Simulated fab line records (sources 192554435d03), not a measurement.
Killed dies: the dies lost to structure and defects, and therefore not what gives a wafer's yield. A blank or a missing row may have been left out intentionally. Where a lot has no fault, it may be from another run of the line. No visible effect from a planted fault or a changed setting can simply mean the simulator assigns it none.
Which tool did it? || flow n5-finfet || Sampling: 9 lots, 24 wafers, 7 of 1938 route steps

## WHAT THE GAUGES READ, wafer by wafer
N5_BEOL_M4_RC_MEAS_101. Usual: DIBL_N 36.5 mV/V, standard deviation 1.4; DIBL_P 36.5 mV/V, standard deviation 1.6; IOFF_N 0.163 nA/um, standard deviation 0.022; IOFF_P 0.219 nA/um, standard deviation 0.029; ION_N 675 uA/um, standard deviation 8.3; ION_P 464 uA/um, standard deviation 6.2; SS_N 71.5 mV/dec, standard deviation 0.52; SS_P 73.4 mV/dec, standard deviation 0.57; VT_N 249.7 mV, standard deviation 2.6; VT_P -250 mV, standard deviation 3.
{"lot": "L506", "measured": "day 7 20:59", "on": "prober-02", "DIBL_N (mV/V)": "35.8 38.3 36.7", "DIBL_P (mV/V)": "35.3 37.5 37.0", "IOFF_N (nA/um)": "0.140 0.177 0.152", "IOFF_P (nA/um)": "0.185 0.224 0.201", "ION_N (uA/um)": "661 671 670", "ION_P (uA/um)": "459 462 465", "SS_N (mV/dec)": "71.2 72.1 71.2", "SS_P (mV/dec)": "72.5 73.1 72.9", "VT_N (mV)": "250.8 248.6 249.0", "VT_P (mV)": "-250 -247 -249", "flag": ""}
{"lot": "L511", "measured": "day 9 10:04", "on": "prober-02", "DIBL_N (mV/V)": "37.9 36.1", "DIBL_P (mV/V)": "36.5 35.4", "IOFF_N (nA/um)": "0.191 0.153", "IOFF_P (nA/um)": "0.215 0.193", "ION_N (uA/um)": "691 671", "ION_P (uA/um)": "463 459", "SS_N (mV/dec)": "72.1 71.2", "SS_P (mV/dec)": "73.6 73.2", "VT_N (mV)": "248.8 251.1", "VT_P (mV)": "-253 -253", "flag": ""}
{"lot": "L510", "measured": "day 9 19:47", "on": "prober-02", "DIBL_N (mV/V)": "37.2 37.7", "DIBL_P (mV/V)": "37.4 38.7", "IOFF_N (nA/um)": "0.190 0.194", "IOFF_P (nA/um)": "0.208 0.236", "ION_N (uA/um)": "691 687", "ION_P (uA/um)": "466 461", "SS_N (mV/dec)": "72.5 72.0", "SS_P (mV/dec)": "72.4 73.9", "VT_N (mV)": "245.4 246.8", "VT_P (mV)": "-251 -251", "flag": ""}
{"lot": "L513", "measured": "day 9 21:38", "on": "prober-01", "DIBL_N (mV/V)": "35.8 36.2", "DIBL_P (mV/V)": "35.2 36.4", "IOFF_N (nA/um)": "0.154 0.173", "IOFF_P (nA/um)": "0.188 0.200", "ION_N (uA/um)": "666 682", "ION_P (uA/um)": "454 462", "SS_N (mV/dec)": "70.6 71.4", "SS_P (mV/dec)": "73.4 73.0", "VT_N (mV)": "250.5 249.3", "VT_P (mV)": "-251 -251", "flag": ""}
{"lot": "L519", "measured": "day 11 06:36", "on": "prober-01", "DIBL_N (mV/V)": "34.8 35.3 36.8", "DIBL_P (mV/V)": "35.5 36.7 38.5", "IOFF_N (nA/um)": "0.147 0.165 0.186", "IOFF_P (nA/um)": "0.234 0.258 0.295", "ION_N (uA/um)": "664 683 668", "ION_P (uA/um)": "466 474 473", "SS_N (mV/dec)": "71.8 72.0 73.2", "SS_P (mV/dec)": "73.1 73.3 73.8", "VT_N (mV)": "249.3 247.6 245.2", "VT_P (mV)": "-247 -245 -242", "flag": ""}
{"lot": "L521", "measured": "day 12 15:24", "on": "prober-01", "DIBL_N (mV/V)": "38.6 38.1 38.4", "DIBL_P (mV/V)": "37.1 36.5 36.5", "IOFF_N (nA/um)": "0.181 0.173 0.177", "IOFF_P (nA/um)": "0.226 0.205 0.205", "ION_N (uA/um)": "682 678 665", "ION_P (uA/um)": "462 456 450", "SS_N (mV/dec)": "72.3 72.3 71.2", "SS_P (mV/dec)": "73.7 73.7 73.2", "VT_N (mV)": "246.5 248.6 249.0", "VT_P (mV)": "-251 -253 -254", "flag": ""}
{"lot": "L525", "measured": "day 12 21:46", "on": "prober-02", "DIBL_N (mV/V)": "37.2 37.7 38.3", "DIBL_P (mV/V)": "37.0 38.1 38.3", "IOFF_N (nA/um)": "0.176 0.195 0.203", "IOFF_P (nA/um)": "0.219 0.232 0.244", "ION_N (uA/um)": "682 694 682", "ION_P (uA/um)": "461 469 465", "SS_N (mV/dec)": "71.7 71.5 71.7", "SS_P (mV/dec)": "73.5 73.2 73.7", "VT_N (mV)": "249.3 247.1 246.3", "VT_P (mV)": "-250 -251 -250", "flag": ""}
{"lot": "L526", "measured": "day 13 02:41", "on": "prober-02", "DIBL_N (mV/V)": "38.5 38.7 38.1", "DIBL_P (mV/V)": "38.0 37.9 37.6", "IOFF_N (nA/um)": "0.175 0.184 0.174", "IOFF_P (nA/um)": "0.240 0.244 0.248", "ION_N (uA/um)": "681 666 685", "ION_P (uA/um)": "464 460 471", "SS_N (mV/dec)": "71.3 71.4 71.4", "SS_P (mV/dec)": "74.3 74.3 74.0", "VT_N (mV)": "250.5 248.6 247.6", "VT_P (mV)": "-247 -248 -247", "flag": ""}
{"lot": "L529", "measured": "day 14 04:43", "on": "prober-02", "DIBL_N (mV/V)": "36.6 37.2 34.9", "DIBL_P (mV/V)": "35.7 36.7 33.8", "IOFF_N (nA/um)": "0.149 0.164 0.132", "IOFF_P (nA/um)": "0.218 0.243 0.196", "ION_N (uA/um)": "661 665 667", "ION_P (uA/um)": "460 458 467", "SS_N (mV/dec)": "71.8 72.8 71.7", "SS_P (mV/dec)": "73.4 73.9 72.7", "VT_N (mV)": "251.6 250.0 254.0", "VT_P (mV)": "-250 -248 -251", "flag": ""}

N5_BEOL_M12_THK_MEAS_50: measures by xrf. Usual: for M12_THK the level is 315 nm and the standard deviation is 5.5.
{"lot": "L506", "measured": "day 10 18:21", "on": "film-metro-01", "M12_THK (nm)": "315 323 319", "flag": ""}
{"lot": "L511", "measured": "day 12 09:53", "on": "film-metro-01", "M12_THK (nm)": "319 581", "flag": "OFF"}
{"lot": "L510", "measured": "day 12 11:29", "on": "film-metro-02", "M12_THK (nm)": "312 591", "flag": "OFF"}
{"lot": "L513", "measured": "day 12 14:40", "on": "film-metro-01", "M12_THK (nm)": "307 599", "flag": "OFF"}
{"lot": "L519", "measured": "day 14 03:47", "on": "film-metro-02", "M12_THK (nm)": "309 309 318", "flag": ""}
{"lot": "L521", "measured": "day 15 10:22", "on": "film-metro-01", "M12_THK (nm)": "309 319 310", "flag": ""}
{"lot": "L525", "measured": "day 15 18:41", "on": "film-metro-01", "M12_THK (nm)": "322 314 311", "flag": ""}
{"lot": "L526", "measured": "day 16 05:07", "on": "film-metro-01", "M12_THK (nm)": "319 317 328", "flag": ""}
{"lot": "L529", "measured": "day 17 04:10", "on": "film-metro-02", "M12_THK (nm)": "312 316 318", "flag": ""}

N5_BEOL_M12_INSPECT_55: inspects for defects (darkfield). Usual: raw-defect-count 66, standard deviation 23.
{"lot": "L506", "measured": "day 10 18:30", "on": "defect-inspect-02", "raw-defect-count": "37 83 57", "flag": ""}
{"lot": "L511", "measured": "day 12 10:02", "on": "defect-inspect-01", "raw-defect-count": "93 4909", "flag": "OFF"}
{"lot": "L510", "measured": "day 12 11:38", "on": "defect-inspect-01", "raw-defect-count": "52 4878", "flag": "OFF"}
{"lot": "L513", "measured": "day 12 14:49", "on": "defect-inspect-02", "raw-defect-count": "46 4780", "flag": "OFF"}
{"lot": "L519", "measured": "day 14 03:56", "on": "defect-inspect-02", "raw-defect-count": "51 40 45", "flag": ""}
{"lot": "L521", "measured": "day 15 10:31", "on": "defect-inspect-02", "raw-defect-count": "47 66 65", "flag": ""}
{"lot": "L525", "measured": "day 15 18:50", "on": "defect-inspect-01", "raw-defect-count": "80 81 70", "flag": ""}
{"lot": "L526", "measured": "day 16 05:18", "on": "defect-inspect-02", "raw-defect-count": "77 65 51", "flag": ""}
{"lot": "L529", "measured": "day 17 04:20", "on": "defect-inspect-02", "raw-defect-count": "83 57 103", "flag": ""}

## TOOL THAT RAN EACH LOT (tool first, then ch and the chambers of the sampled wafers, then the start)
{"lot": "L506", "N5_BEOL_M12_TRENCH_ETCH_34": "rie-diel-01 ch 0,2,3, day 10 14:59", "N5_BEOL_M12_DEGAS_41": "pvd-sputter-03, day 10 17:16", "N5_BEOL_M12_SPUTTER_43": "pvd-sputter-03, day 10 17:20", "N5_BEOL_M12_CMP_49": "cmp-03 ch 0,1,3, day 10 18:04"}
{"lot": "L511", "N5_BEOL_M12_TRENCH_ETCH_34": "rie-diel-01 ch 0,3, day 12 05:38", "N5_BEOL_M12_DEGAS_41": "pvd-sputter-01, day 12 08:47", "N5_BEOL_M12_SPUTTER_43": "pvd-sputter-01, day 12 08:52", "N5_BEOL_M12_CMP_49": "cmp-03 ch 0,3, day 12 09:38"}
{"lot": "L510", "N5_BEOL_M12_TRENCH_ETCH_34": "rie-diel-01 ch 0,1, day 12 08:39", "N5_BEOL_M12_DEGAS_41": "pvd-sputter-02, day 12 10:25", "N5_BEOL_M12_SPUTTER_43": "pvd-sputter-02, day 12 10:31", "N5_BEOL_M12_CMP_49": "cmp-03 ch 0,1, day 12 11:20"}
{"lot": "L513", "N5_BEOL_M12_TRENCH_ETCH_34": "rie-diel-02 ch 1,2, day 12 12:08", "N5_BEOL_M12_DEGAS_41": "pvd-sputter-03, day 12 13:35", "N5_BEOL_M12_SPUTTER_43": "pvd-sputter-03, day 12 13:41", "N5_BEOL_M12_CMP_49": "cmp-03 ch 1,2, day 12 14:31"}
{"lot": "L519", "N5_BEOL_M12_TRENCH_ETCH_34": "rie-diel-02 ch 0,1,3, day 14 01:22", "N5_BEOL_M12_DEGAS_41": "pvd-sputter-03, day 14 02:40", "N5_BEOL_M12_SPUTTER_43": "pvd-sputter-03, day 14 02:45", "N5_BEOL_M12_CMP_49": "cmp-02 ch 0,1, day 14 03:31"}
{"lot": "L521", "N5_BEOL_M12_TRENCH_ETCH_34": "rie-diel-05 ch 0,2, day 15 08:31", "N5_BEOL_M12_DEGAS_41": "pvd-sputter-01, day 15 09:16", "N5_BEOL_M12_SPUTTER_43": "pvd-sputter-01, day 15 09:21", "N5_BEOL_M12_CMP_49": "cmp-02 ch 0,2,3, day 15 10:09"}
{"lot": "L525", "N5_BEOL_M12_TRENCH_ETCH_34": "rie-diel-02 ch 0,2,3, day 15 16:55", "N5_BEOL_M12_DEGAS_41": "pvd-sputter-01, day 15 17:35", "N5_BEOL_M12_SPUTTER_43": "pvd-sputter-01, day 15 17:40", "N5_BEOL_M12_CMP_49": "cmp-04 ch 1,2,3, day 15 18:23"}
{"lot": "L526", "N5_BEOL_M12_TRENCH_ETCH_34": "rie-diel-01 ch 0,1, day 16 01:05", "N5_BEOL_M12_DEGAS_41": "pvd-sputter-02, day 16 04:02", "N5_BEOL_M12_SPUTTER_43": "pvd-sputter-02, day 16 04:07", "N5_BEOL_M12_CMP_49": "cmp-03 ch 0,1,3, day 16 04:56"}
{"lot": "L529", "N5_BEOL_M12_TRENCH_ETCH_34": "rie-diel-05 ch 0,1,3, day 16 23:29", "N5_BEOL_M12_DEGAS_41": "pvd-sputter-02, day 17 02:46", "N5_BEOL_M12_SPUTTER_43": "pvd-sputter-02, day 17 02:51", "N5_BEOL_M12_CMP_49": "cmp-04 ch 1,2,3, day 17 03:54"}
- N5_BEOL_M12_TRENCH_ETCH_34: etches SiOC in C4F8/O2/Ar, target depth 318.95 nm, time 125.5 s.
- N5_BEOL_M12_DEGAS_41: time 60 s.
- N5_BEOL_M12_SPUTTER_43: material TaN, target thk 15 nm, time 24.19 s.
- N5_BEOL_M12_CMP_49: polishes, stops on SiOC, t overpolish 20.6 s, target thk 320 nm.

## AS READ BY THE TOOLS THEMSELVES (means over the sampled wafers that have a number; for cases with no such wafer, the mark the record gives instead)
N5_BEOL_M12_TRENCH_ETCH_34. Usual: C4F8_flow_sccm 15.00 sccm, standard deviation 0.047; drypump-motor-current-A 5.7 A, standard deviation 0.5; he-inner-torr 14.999 Torr, standard deviation 0.029; oes-product-au 0.81 a.u., standard deviation 0.095; rf-vpp-V 663.4 V, standard deviation 1.5; showerhead-plenum-p-Torr 3.34 Torr, standard deviation 0.042; throttle-valve-pct 24.15 %, standard deviation 0.27.
{"lot": "L506", "tool": "rie-diel-01", "C4F8_flow_sccm (sccm)": 14.98, "drypump-motor-current-A (A)": 5.7, "he-inner-torr (Torr)": 15.018, "oes-product-au (a.u.)": 0.82, "rf-vpp-V (V)": 663.4, "showerhead-plenum-p-Torr (Torr)": 3.35, "throttle-valve-pct (%)": 24.16, "flag": ""}
{"lot": "L511", "tool": "rie-diel-01", "C4F8_flow_sccm (sccm)": 14.96, "drypump-motor-current-A (A)": 5.7, "he-inner-torr (Torr)": 14.988, "oes-product-au (a.u.)": 0.77, "rf-vpp-V (V)": 664.1, "showerhead-plenum-p-Torr (Torr)": 3.35, "throttle-valve-pct (%)": 24.12, "flag": ""}
{"lot": "L510", "tool": "rie-diel-01", "C4F8_flow_sccm (sccm)": 15.02, "drypump-motor-current-A (A)": 6.1, "he-inner-torr (Torr)": 14.985, "oes-product-au (a.u.)": 0.91, "rf-vpp-V (V)": 663.2, "showerhead-plenum-p-Torr (Torr)": 3.33, "throttle-valve-pct (%)": 23.86, "flag": ""}
{"lot": "L513", "tool": "rie-diel-02", "C4F8_flow_sccm (sccm)": 15.03, "drypump-motor-current-A (A)": 6.0, "he-inner-torr (Torr)": 15.001, "oes-product-au (a.u.)": 0.70, "rf-vpp-V (V)": 665.0, "showerhead-plenum-p-Torr (Torr)": 3.40, "throttle-valve-pct (%)": 24.34, "flag": ""}
{"lot": "L519", "tool": "rie-diel-02", "C4F8_flow_sccm (sccm)": 14.98, "drypump-motor-current-A (A)": 5.9, "he-inner-torr (Torr)": 15.005, "oes-product-au (a.u.)": 0.71, "rf-vpp-V (V)": 663.8, "showerhead-plenum-p-Torr (Torr)": 3.36, "throttle-valve-pct (%)": 24.14, "flag": ""}
{"lot": "L521", "tool": "rie-diel-05", "C4F8_flow_sccm (sccm)": 14.99, "drypump-motor-current-A (A)": 5.1, "he-inner-torr (Torr)": 14.972, "oes-product-au (a.u.)": 0.74, "rf-vpp-V (V)": 661.5, "showerhead-plenum-p-Torr (Torr)": 3.27, "throttle-valve-pct (%)": 24.16, "flag": ""}
{"lot": "L525", "tool": "rie-diel-02", "C4F8_flow_sccm (sccm)": 14.96, "drypump-motor-current-A (A)": 5.9, "he-inner-torr (Torr)": 14.986, "oes-product-au (a.u.)": 0.71, "rf-vpp-V (V)": 662.3, "showerhead-plenum-p-Torr (Torr)": 3.36, "throttle-valve-pct (%)": 24.41, "flag": ""}
{"lot": "L526", "tool": "rie-diel-01", "C4F8_flow_sccm (sccm)": 15.01, "drypump-motor-current-A (A)": 6.0, "he-inner-torr (Torr)": 14.991, "oes-product-au (a.u.)": 0.85, "rf-vpp-V (V)": 662.7, "showerhead-plenum-p-Torr (Torr)": 3.32, "throttle-valve-pct (%)": 23.93, "flag": ""}
{"lot": "L529", "tool": "rie-diel-05", "C4F8_flow_sccm (sccm)": 15.00, "drypump-motor-current-A (A)": 5.6, "he-inner-torr (Torr)": 14.996, "oes-product-au (a.u.)": 0.87, "rf-vpp-V (V)": 664.0, "showerhead-plenum-p-Torr (Torr)": 3.34, "throttle-valve-pct (%)": 24.06, "flag": ""}

N5_BEOL_M12_DEGAS_41. Usual: heater-power-w 336 W, standard deviation 40.
{"lot": "L506", "tool": "pvd-sputter-03", "heater-power-w (W)": 350, "flag": ""}
{"lot": "L511", "tool": "pvd-sputter-01", "heater-power-w (W)": 346, "flag": ""}
{"lot": "L510", "tool": "pvd-sputter-02", "heater-power-w (W)": 333, "flag": ""}
{"lot": "L513", "tool": "pvd-sputter-03", "heater-power-w (W)": 334, "flag": ""}
{"lot": "L519", "tool": "pvd-sputter-03", "heater-power-w (W)": 335, "flag": ""}
{"lot": "L521", "tool": "pvd-sputter-01", "heater-power-w (W)": 368, "flag": ""}
{"lot": "L525", "tool": "pvd-sputter-01", "heater-power-w (W)": 323, "flag": ""}
{"lot": "L526", "tool": "pvd-sputter-02", "heater-power-w (W)": 311, "flag": ""}
{"lot": "L529", "tool": "pvd-sputter-02", "heater-power-w (W)": 319, "flag": ""}

N5_BEOL_M12_SPUTTER_43. Usual: bias-v 168.5 V, standard deviation 1.8; chamber-pressure-pa 0.11998 Pa, standard deviation 0.00023; throttle-valve-pct 30.4 %, standard deviation 0.43.
{"lot": "L506", "tool": "pvd-sputter-03", "bias-v (V)": 168.3, "chamber-pressure-pa (Pa)": 0.11966, "throttle-valve-pct (%)": 30.3, "flag": ""}
{"lot": "L511", "tool": "pvd-sputter-01", "bias-v (V)": 169.6, "chamber-pressure-pa (Pa)": 0.12027, "throttle-valve-pct (%)": 30.1, "flag": ""}
{"lot": "L510", "tool": "pvd-sputter-02", "bias-v (V)": 167.2, "chamber-pressure-pa (Pa)": 0.11984, "throttle-valve-pct (%)": 30.7, "flag": ""}
{"lot": "L513", "tool": "pvd-sputter-03", "bias-v (V)": 170.2, "chamber-pressure-pa (Pa)": 0.11979, "throttle-valve-pct (%)": 30.4, "flag": ""}
{"lot": "L519", "tool": "pvd-sputter-03", "bias-v (V)": 168.0, "chamber-pressure-pa (Pa)": 0.11978, "throttle-valve-pct (%)": 30.2, "flag": ""}
{"lot": "L521", "tool": "pvd-sputter-01", "bias-v (V)": 169.1, "chamber-pressure-pa (Pa)": 0.11984, "throttle-valve-pct (%)": 30.8, "flag": ""}
{"lot": "L525", "tool": "pvd-sputter-01", "bias-v (V)": 167.1, "chamber-pressure-pa (Pa)": 0.11987, "throttle-valve-pct (%)": 30.3, "flag": ""}
{"lot": "L526", "tool": "pvd-sputter-02", "bias-v (V)": 168.9, "chamber-pressure-pa (Pa)": 0.11988, "throttle-valve-pct (%)": 30.6, "flag": ""}
{"lot": "L529", "tool": "pvd-sputter-02", "bias-v (V)": 167.4, "chamber-pressure-pa (Pa)": 0.11991, "throttle-valve-pct (%)": 30.7, "flag": ""}

N5_BEOL_M12_CMP_49. Usual: barrier-field-endpoint-s 30.4 s, standard deviation 0.58; motor-current-A 5.9 A, standard deviation 0.69; overpolish-run-s 20.600 s, standard deviation 0.0082; slurry-filter-dp-kPa 13.51 kPa, standard deviation 0.14.
{"lot": "L506", "tool": "cmp-03", "barrier-field-endpoint-s (s)": 30.9, "motor-current-A (A)": 6.3, "overpolish-run-s (s)": 20.600, "slurry-filter-dp-kPa (kPa)": 13.49, "flag": ""}
{"lot": "L511", "tool": "cmp-03", "barrier-field-endpoint-s (s)": 46.6, "motor-current-A (A)": 6.9, "overpolish-run-s (s)": 12.101, "slurry-filter-dp-kPa (kPa)": 13.69, "flag": "OFF"}
{"lot": "L510", "tool": "cmp-03", "barrier-field-endpoint-s (s)": 45.7, "motor-current-A (A)": 5.7, "overpolish-run-s (s)": 13.057, "slurry-filter-dp-kPa (kPa)": 13.63, "flag": "OFF"}
{"lot": "L513", "tool": "cmp-03", "barrier-field-endpoint-s (s)": 45.8, "motor-current-A (A)": 6.2, "overpolish-run-s (s)": 12.829, "slurry-filter-dp-kPa (kPa)": 13.35, "flag": "OFF"}
{"lot": "L519", "tool": "cmp-02", "barrier-field-endpoint-s (s)": 29.9, "motor-current-A (A)": 5.2, "overpolish-run-s (s)": 20.603, "slurry-filter-dp-kPa (kPa)": 13.49, "flag": ""}
{"lot": "L521", "tool": "cmp-02", "barrier-field-endpoint-s (s)": 30.3, "motor-current-A (A)": 5.7, "overpolish-run-s (s)": 20.598, "slurry-filter-dp-kPa (kPa)": 13.39, "flag": ""}
{"lot": "L525", "tool": "cmp-04", "barrier-field-endpoint-s (s)": 30.9, "motor-current-A (A)": 5.8, "overpolish-run-s (s)": 20.597, "slurry-filter-dp-kPa (kPa)": 13.49, "flag": ""}
{"lot": "L526", "tool": "cmp-03", "barrier-field-endpoint-s (s)": 31.1, "motor-current-A (A)": 6.4, "overpolish-run-s (s)": 20.594, "slurry-filter-dp-kPa (kPa)": 13.40, "flag": ""}
{"lot": "L529", "tool": "cmp-04", "barrier-field-endpoint-s (s)": 30.2, "motor-current-A (A)": 5.8, "overpolish-run-s (s)": 20.600, "slurry-filter-dp-kPa (kPa)": 13.34, "flag": ""}

## THE ANSWER, worked out from the rows above alone
Rule: lot off if the mean of its wafers having a number is beyond 3 standard deviations from the usual mean. A lot without any number at a reading at which 4 lots or more have one is off too. The other lots that the step has rows for count as sound. After the gauges, taken in route order, come the tools' own readings; for these a lot's mean is taken, as printed above. At the first step where some lot is off, the reading lying furthest off is the one used; lots without a number count as furthest.
Off: L511, L510, L513, at N5_BEOL_M12_THK_MEAS_50 (M12_THK).
If a tool, at a process step before that reading, ran all the lots that are off and no sound lot after the first of them, it fits. The gauges at N5_BEOL_M12_THK_MEAS_50 aren't tried: what is off there is off at N5_BEOL_M12_INSPECT_55 too, on other tools, and a gauge's error can't cause that. Of those tried, none fits.

## WHAT WAS PUT IN BY THE SIMULATOR
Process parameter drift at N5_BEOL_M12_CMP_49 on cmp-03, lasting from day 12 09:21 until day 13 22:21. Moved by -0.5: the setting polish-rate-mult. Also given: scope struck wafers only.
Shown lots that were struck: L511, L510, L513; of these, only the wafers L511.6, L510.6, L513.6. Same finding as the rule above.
